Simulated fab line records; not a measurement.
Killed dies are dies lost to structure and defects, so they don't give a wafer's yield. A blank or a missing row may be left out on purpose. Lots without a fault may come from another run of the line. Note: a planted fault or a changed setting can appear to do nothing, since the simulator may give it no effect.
A struck lot beside a sound one -- flow n5Finfet -- 15 steps out of a route of 1938
Sound: these wafers, L872.2, L872.4, L872.5. The struck wafers were L887.1, L887.2. Last of all comes the cause.
At each step with rows: each side's tool, then ch and its chambers, then its first start. Under that, the readings that differ: sound wafers -- struck wafers -- difference of the means -- sigmas: that difference in standard deviations of wafers without a fault.
alike: readings with means less than 2 such deviations apart, plus words and numbers identical on both sides. not compared: withheld readings, readings lacking a value on some wafer, bounds such as >300 that could conceal the same value, and numbers that have no deviation in the record and whose values overlap.
The two part at a step that has a row with sigmas, a row that says differs or no value, or rows on one side only. When numbers do not overlap yet have no deviation, they are printed without sigmas and do not part them. Lack of a reading on every wafer of one side parts them only where that side has two or more wafers.

first, 7 steps without rows for these wafers: N5_BEOL_M5_COAT_74 (time 60 s, resist thk 5 nm); N5_BEOL_M5_COAT_22 (resist thk 30 nm); N5_BEOL_M5_EBR_24; N5_BEOL_M5_SOFTBAKE_23 (time 60 s); N5_BEOL_M5_EXPOSE_25 (exposes mask V4, defocus 10 nm); N5_BEOL_M5_PEB_26 (peb time 60 s); N5_BEOL_M5_DEVELOP_27 (develop time 30 s).
N5_BEOL_M5_CD_MEAS_28: target cd 30.6 nm, target cd y 20 nm.
  sound on cdSem-01 ch 0, day 8 08:25; struck on cdSem-01 ch 0, day 12 02:50
reading,sound,struck,difference,sigmas
cdNm (nm),30.25 30.15 30.13,30.88 30.67,+0.60,+2
N5_BEOL_M5_OVL_MEAS_29:
  sound on overlay-02 ch 0, day 8 08:28; struck on overlay-02 ch 0, day 12 02:52
  alike: V4_OVL
N5_BEOL_M5_INSPECT_30: inspects for defects (brightfield).
  struck on defectInspect-02, day 12 02:55; sound on defectInspect-01, day 8 08:31
  alike: rawDefectCount
N5_BEOL_M5_DESCUM_33: chemistry O2, time 7 s.
  sound on rieDiel-06 ch 0,1, day 8 08:37; struck on rieDiel-01 ch 0,1, day 12 02:58
reading,sound,struck,difference,sigmas
oesProductAu (a.u.),0.96 0.87 0.96,0.72 0.73,-0.20,-2
  alike: drypumpMotorCurrentA, rfVppV, showerheadPlenumPTorr, throttleValvePct
  not compared: rfHoursCounterH
N5_BEOL_M5_ETCH_75: etches underlayer in N2/H2, target depth 6.5 nm, time 5.2 s.
  sound on rieDiel-06 ch 0,1, day 8 08:38; struck on rieDiel-01 ch 0,1, day 12 02:59
reading,sound,struck,difference,sigmas
oesProductAu (a.u.),0.82 0.74 0.82,0.61 0.62,-0.18,-2
  alike: drypumpMotorCurrentA, etchRfOnTimeS, rfVppV, showerheadPlenumPTorr, throttleValvePct
  not compared: rfHoursCounterH
N5_BEOL_M5_ETCH_67: etches SiARC in CF4, target depth 15.6 nm, time 26 s.
  sound on rieDiel-06 ch 0,1, day 8 08:40; struck on rieDiel-01 ch 0,1, day 12 03:01
reading,sound,struck,difference,sigmas
etchRfOnTimeS (s),25.5 26.4 25.8,18.5 18.9,-7.2,-18
  alike: drypumpMotorCurrentA, oesProductAu, rfVppV, showerheadPlenumPTorr, throttleValvePct
  not compared: rfHoursCounterH
N5_BEOL_M5_ETCH_68: etches SOC in N2/H2, target depth 80 nm, overetch 16 nm, time 120 s.
  sound on rieDiel-06 ch 0,1, day 8 08:41; struck on rieDiel-01 ch 0,1, day 12 03:02
reading,sound,struck,difference,sigmas
oesProductAu (a.u.),0.73 0.68 0.73,0.56 0.56,-0.15,-2
  alike: drypumpMotorCurrentA, rfVppV, showerheadPlenumPTorr, throttleValvePct
  not compared: rfHoursCounterH
-- the record jumps here: 4 days lie between the struck wafers' starts before and after (it left off in module BEOL_M5 and takes up again in module PASSIVATION, whose first step shown is number 1936 of the route) --
N5_PASSIVATION_PROBE_49:
  struck on prober-01, day 15 22:34; sound on prober-02, day 12 02:34
  alike: defectLimitedYield, killed_at_M0_to_M3, killed_at_M4_up, killedAtContacts, killedAtFrontEnd, killedAtOther, killedDies, killedOpen, killedShort, sort_bin_5_function, sort_bin_6_memory, sortNPass, sortYieldPct

== WHERE THEY PART ==
At N5_BEOL_M5_CD_MEAS_28 first; at N5_BEOL_M5_ETCH_68 last (within this record only). Later steps at which nothing parts them and some readings are alike: N5_PASSIVATION_PROBE_49.

WHY: the cause the simulator had injected
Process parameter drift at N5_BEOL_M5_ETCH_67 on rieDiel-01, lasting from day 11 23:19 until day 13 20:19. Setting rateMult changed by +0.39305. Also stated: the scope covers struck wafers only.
